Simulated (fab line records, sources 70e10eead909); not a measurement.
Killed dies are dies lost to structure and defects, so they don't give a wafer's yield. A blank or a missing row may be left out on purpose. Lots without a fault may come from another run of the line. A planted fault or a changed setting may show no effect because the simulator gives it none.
Which tool did it? | flow nand_harc | 15 lots, 45 wafers sampled, at 4 steps of a route of 1159

WHAT THE GAUGES READ, wafer by wafer
The record holds no reading of a measuring or inspecting step that can be judged against a usual standard deviation.

WHICH TOOL RAN EACH LOT (tool, then ch and the chambers of the sampled wafers, then the start)
lot  | NHARC_A_BLC_CVD_24                       | NHARC_A_M0_ETCH_34                 | NHARC_A_M0_PVD_20                       | NHARC_A_M1_DEP_00
L695 | cvd_w-01 ch 0,1, day 17 07:58 or earlier | rie_diel-06 ch 1,2,3, day 17 07:58 | pvd_sputter-01, day 17 11:07 or earlier | pecvd-03 ch 0,1,2, day 17 11:07
L698 | cvd_w-02 ch 0,1, day 17 16:20 or earlier | rie_diel-02 ch 0,1,3, day 17 16:20 | pvd_sputter-01, day 17 19:16 or earlier | pecvd-03 ch 0,1,2, day 17 19:16
L697 | cvd_w-01 ch 0,1, day 17 19:37 or earlier | rie_diel-06 ch 0,1,3, day 17 19:37 | pvd_sputter-02, day 17 22:52 or earlier | pecvd-03 ch 1,2, day 17 22:52
L696 | cvd_w-01 ch 0,1, day 18 02:37 or earlier | rie_diel-09 ch 0,1,3, day 18 02:37 | pvd_sputter-02, day 18 05:44 or earlier | pecvd-03 ch 0,1,2, day 18 05:44
L701 | cvd_w-02 ch 0,1, day 19 11:00 or earlier | rie_diel-02 ch 0,1, day 19 11:00   | pvd_sputter-03, day 19 14:07 or earlier | pecvd-02 ch 0,2, day 19 14:07
L702 | cvd_w-02 ch 1, day 19 11:27 or earlier   | rie_diel-02 ch 0,3, day 19 11:27   | pvd_sputter-01, day 19 14:43 or earlier | pecvd-02 ch 0,1, day 19 14:43
L704 | cvd_w-02 ch 0,1, day 19 18:19 or earlier | rie_diel-09 ch 2,3, day 19 18:19   | pvd_sputter-02, day 19 21:25 or earlier | pecvd-01 ch 1,2, day 19 21:25
L703 | cvd_w-02 ch 0,1, day 19 19:10 or earlier | rie_diel-09 ch 0,1,2, day 19 19:10 | pvd_sputter-02, day 19 22:19 or earlier | pecvd-02 ch 0,1,2, day 19 22:19
L713 | cvd_w-02 ch 0,1, day 21 16:24 or earlier | rie_diel-02 ch 1,2,3, day 21 16:24 | pvd_sputter-03, day 21 19:22 or earlier | pecvd-02 ch 1,2, day 21 19:22
L712 | cvd_w-01 ch 0,1, day 21 16:49 or earlier | rie_diel-06 ch 0,1,3, day 21 16:49 | pvd_sputter-01, day 21 19:51 or earlier | pecvd-01 ch 0,2, day 21 19:51
L714 | cvd_w-02 ch 0,1, day 22 03:29 or earlier | rie_diel-09 ch 2,3, day 22 03:29   | pvd_sputter-03, day 22 06:44 or earlier | pecvd-01 ch 1,2, day 22 06:44
L711 | cvd_w-02 ch 0,1, day 22 05:41 or earlier | rie_diel-09 ch 0,1, day 22 05:41   | pvd_sputter-01, day 22 09:01 or earlier | pecvd-01 ch 0,1,2, day 22 09:01
L715 | cvd_w-01 ch 0,1, day 22 17:04 or earlier | rie_diel-02 ch 0,1,3, day 22 17:04 | pvd_sputter-02, day 22 20:08 or earlier | pecvd-01 ch 1,2, day 22 20:08
L717 | cvd_w-01 ch 0,1, day 23 05:10 or earlier | rie_diel-09 ch 0,1, day 23 05:10   | pvd_sputter-03, day 23 08:13 or earlier | pecvd-03 ch 0,1, day 23 08:13
L718 | cvd_w-01 ch 0,1, day 23 16:22 or earlier | rie_diel-06 ch 2,3, day 23 16:22   | pvd_sputter-02, day 23 19:26 or earlier | pecvd-03 ch 1,2, day 23 19:26
- NHARC_A_BLC_CVD_24: deposits W, target thk 150 nm, time 434 s.
- NHARC_A_M0_ETCH_34: etches the open film in N2/H2, target depth 40 nm, overetch 12 nm, time 43.94 s.
- NHARC_A_M0_PVD_20: deposits TaN, target thk 5 nm, time 8.06 s.
- NHARC_A_M1_DEP_00: deposits SiOC, target thk 182.5 nm.

WHAT THE TOOLS THEMSELVES READ (means of the sampled wafers that have a number; where no wafer has one, the mark that the record gives instead)
NHARC_A_BLC_CVD_24. Usual: heater_power_w 422 W, standard deviation 25; throttle_valve_pct 7.9 %, standard deviation 0.35.
lot  | tool     | heater_power_w (W) | throttle_valve_pct (%) | flag
L695 | cvd_w-01 | 410                | 8.0                    |
L698 | cvd_w-02 | 441                | 7.9                    |
L697 | cvd_w-01 | 412                | 8.2                    |
L696 | cvd_w-01 | 410                | 8.2                    |
L701 | cvd_w-02 | 419                | 7.6                    |
L702 | cvd_w-02 | 446                | 7.8                    |
L704 | cvd_w-02 | 422                | 7.8                    |
L703 | cvd_w-02 | 436                | 7.8                    |
L713 | cvd_w-02 | 425                | 7.6                    |
L712 | cvd_w-01 | 407                | 8.0                    |
L714 | cvd_w-02 | 430                | 7.9                    |
L711 | cvd_w-02 | 439                | 7.7                    |
L715 | cvd_w-01 | 423                | 8.3                    |
L717 | cvd_w-01 | 397                | 8.1                    |
L718 | cvd_w-01 | 423                | 8.3                    |

NHARC_A_M0_ETCH_34. Usual: drypump_motor_current_A 5.72 A, standard deviation 0.26; oes_product_au 0.999 a.u., standard deviation 0.0092; rf_fwd_power_W 395.0 W, standard deviation 1.9; rf_vpp_V 430.1 V, standard deviation 2.8; showerhead_plenum_p_Torr 2.03 Torr, standard deviation 0.099; throttle_valve_pct 14.171 %, standard deviation 0.0095.
lot  | tool        | drypump_motor_current_A (A) | oes_product_au (a.u.) | rf_fwd_power_W (W) | rf_vpp_V (V) | showerhead_plenum_p_Torr (Torr) | throttle_valve_pct (%) | flag
L695 | rie_diel-06 | 5.74                        | 1.006                 | 395.3              | 429.1        | 2.01                            | 14.177                 |
L698 | rie_diel-02 | 5.93                        | 1.008                 | 396.2              | 431.8        | 2.06                            | 14.177                 |
L697 | rie_diel-06 | 5.55                        | 1.009                 | 395.2              | 427.8        | 1.95                            | 14.170                 |
L696 | rie_diel-09 | 5.53                        | 0.991                 | 393.9              | 432.0        | 2.10                            | 14.179                 |
L701 | rie_diel-02 | 5.96                        | 0.986                 | 395.3              | 430.0        | 2.01                            | 14.164                 |
L702 | rie_diel-02 | 5.89                        | 0.991                 | 394.7              | 427.7        | 1.99                            | 14.165                 |
L704 | rie_diel-09 | 5.70                        | 0.997                 | 392.7              | 428.4        | 1.95                            | 14.177                 |
L703 | rie_diel-09 | 5.55                        | 0.994                 | 396.9              | 431.6        | 2.08                            | 14.173                 |
L713 | rie_diel-02 | 5.96                        | 1.006                 | 394.8              | 431.6        | 2.06                            | 14.165                 |
L712 | rie_diel-06 | 5.57                        | 1.005                 | 393.8              | 428.0        | 1.94                            | 14.170                 |
L714 | rie_diel-09 | 5.68                        | 1.001                 | 392.8              | 427.9        | 1.95                            | 14.168                 |
L711 | rie_diel-09 | 5.55                        | 0.992                 | 396.8              | 433.2        | 2.16                            | 14.170                 |
L715 | rie_diel-02 | 5.94                        | 0.997                 | 394.9              | 431.0        | 2.06                            | 14.160                 |
L717 | rie_diel-09 | 5.39                        | 0.990                 | 394.7              | 433.8        | 2.15                            | 14.166                 |
L718 | rie_diel-06 | 5.78                        | 1.008                 | 395.6              | 430.5        | 2.06                            | 14.165                 |

NHARC_A_M0_PVD_20. Usual: cathode_dc_power_W 15000 W, standard deviation 2.7; throttle_valve_pct 30.1 %, standard deviation 1.
lot  | tool           | cathode_dc_power_W (W) | throttle_valve_pct (%) | flag
L695 | pvd_sputter-01 | 14996                  | 29.4                   |
L698 | pvd_sputter-01 | 14998                  | 30.7                   |
L697 | pvd_sputter-02 | 14999                  | 30.5                   |
L696 | pvd_sputter-02 | 14999                  | 29.9                   |
L701 | pvd_sputter-03 | 15002                  | 29.9                   |
L702 | pvd_sputter-01 | 15002                  | 29.4                   |
L704 | pvd_sputter-02 | 15000                  | 30.1                   |
L703 | pvd_sputter-02 | 15001                  | 30.1                   |
L713 | pvd_sputter-03 | 14998                  | 29.9                   |
L712 | pvd_sputter-01 | 14998                  | 30.6                   |
L714 | pvd_sputter-03 | 15000                  | 31.3                   |
L711 | pvd_sputter-01 | 15000                  | 30.6                   |
L715 | pvd_sputter-02 | 15001                  | 30.0                   |
L717 | pvd_sputter-03 | 15001                  | 30.6                   |
L718 | pvd_sputter-02 | 15003                  | 29.8                   |

NHARC_A_M1_DEP_00. Usual: chamber_pressure_Torr 5.001 Torr, standard deviation 0.011; rf_fwd_power_W 598.1 W, standard deviation 1.9.
lot  | tool     | chamber_pressure_Torr (Torr) | rf_fwd_power_W (W) | flag
L695 | pecvd-03 | 4.998                        | 598.2              |
L698 | pecvd-03 | 4.999                        | 598.7              |
L697 | pecvd-03 | 4.994                        | 597.2              |
L696 | pecvd-03 | 4.997                        | 599.5              |
L701 | pecvd-02 | -                            | -                  | OFF
L702 | pecvd-02 | -                            | -                  | OFF
L704 | pecvd-01 | -                            | -                  | OFF
L703 | pecvd-02 | 5.003                        | 598.4              |
L713 | pecvd-02 | 5.006                        | 598.4              |
L712 | pecvd-01 | 5.000                        | 598.2              |
L714 | pecvd-01 | 5.008                        | 597.8              |
L711 | pecvd-01 | 4.990                        | 598.7              |
L715 | pecvd-01 | 5.002                        | 598.4              |
L717 | pecvd-03 | 5.008                        | 596.2              |
L718 | pecvd-03 | 5.011                        | 594.8              |

THE ANSWER, worked out from the rows above alone
Rule: a lot is off if the mean of its wafers that have a number lies more than 3 standard deviations from the usual mean. A lot without any number at a reading at which 4 lots or more have one is off too. The other lots that the step has rows for count as sound. The gauges are gone through in route order, then the tools' own readings, and for those a lot's mean is taken as printed above. The first step at which some lot is off is used, and at that step the reading that is off furthest; a lot without a number counts as furthest.
Off: L701, L702, L704, at NHARC_A_M1_DEP_00 (chamber_pressure_Torr). Without a number there: L701, L702, L704.
A tool fits if, at that step or a process step before it, it ran every lot that is off, and no sound lot after the first of them. NHARC_A_BLC_CVD_24 gives no start for some lots, so the hours and the order of its lots are those of NHARC_A_M0_ETCH_34. NHARC_A_M0_PVD_20 gives no start for some lots, so the hours and the order of its lots are those of NHARC_A_M1_DEP_00. None of those tried fits.

WHAT THE SIMULATOR HAD PUT IN
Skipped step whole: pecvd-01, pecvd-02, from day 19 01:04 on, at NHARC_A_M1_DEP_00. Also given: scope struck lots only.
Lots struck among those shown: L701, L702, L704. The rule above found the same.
